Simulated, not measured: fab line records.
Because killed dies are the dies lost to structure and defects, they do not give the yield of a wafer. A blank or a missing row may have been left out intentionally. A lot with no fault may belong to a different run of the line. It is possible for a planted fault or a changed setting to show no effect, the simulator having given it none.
Chamber matching    flow n5_finfet    rie_diel-02 running N5_MOL_CONTACT_COAG_ETCH_67: 4 sister chambers
The step etches SOC in N2/H2, target depth 60 nm, overetch 21 nm, time 101.2 s. 18 wafers are shown with their chamber, then 9 later ones without.

EACH WAFER AND ITS CHAMBER
wafer   chamber  showerhead_plenum_p_Torr (Torr)  drypump_motor_current_A (A)  throttle_valve_pct (%)
L075.3  3        2.63                             4.8                          17.94
L075.4  2        2.71                             5.8                          17.91
L075.6  0        2.44                             6.1                          17.74
L076.1  2        2.71                             5.8                          17.92
L076.2  0        2.44                             6.2                          17.75
L076.6  2        2.71                             5.7                          17.91
L080.1  0        2.44                             6.2                          17.76
L080.2  2        2.70                             5.8                          17.93
L080.6  3        2.63                             4.9                          17.98
L082.2  0        2.43                             6.2                          17.76
L082.4  3        2.62                             4.9                          17.99
L082.5  2        2.70                             5.8                          17.94
L087.3  2        2.70                             5.8                          17.96
L087.4  3        2.62                             4.9                          18.00
L087.6  3        2.62                             4.8                          18.00
L092.1  3        2.62                             4.9                          18.02
L092.3  0        2.43                             6.2                          17.80
L092.4  1        2.55                             5.2                          17.84

SIGNATURES, as means of the wafers listed above
reading                   chamber 0  chamber 1  chamber 2  chamber 3  scatter within a chamber
showerhead_plenum_p_Torr  2.4360     2.5500     2.7050     2.6233     0.00537
drypump_motor_current_A   6.180      5.200      5.783      4.867      0.046
throttle_valve_pct        17.7620    17.8400    17.9283    17.9883    0.0234
Rule: a wafer lies at a distance from a chamber equal to the root of the sum of squares, over the readings, of (its reading less the chamber's mean, divided by the reading's scatter). The wafer belongs to the nearest chamber; if the next one is less than 2 further off, it can't be placed. The scatter: take each reading less its chamber's mean, square it, sum over the shown wafers, divide by the number of wafers less the number of chambers, and take the root.

WAFERS WHOSE CHAMBER IS MISSING
wafer   showerhead_plenum_p_Torr (Torr)  drypump_motor_current_A (A)  throttle_valve_pct (%)
L094.1  2.61                             4.9                          18.02
L094.3  2.69                             5.8                          17.98
L094.5  2.55                             5.2                          17.87
L095.4  2.61                             4.8                          18.02
L095.5  2.54                             5.2                          17.86
L095.6  2.42                             6.2                          17.82
L097.2  2.61                             4.9                          18.03
L097.3  2.54                             5.2                          17.88
L097.5  2.61                             4.9                          18.05

WHICH CHAMBER EACH WENT THROUGH
wafer   from the rows above  in truth
L094.1  3                    3
L094.3  2                    2
L094.5  1                    1
L095.4  3                    3
L095.5  1                    1
L095.6  0                    0
L097.2  3                    3
L097.3  1                    1
L097.5  3                    3
Correctly placed: 9 of 9. From these rows, 0 cannot be placed. Number placed wrongly: 0.
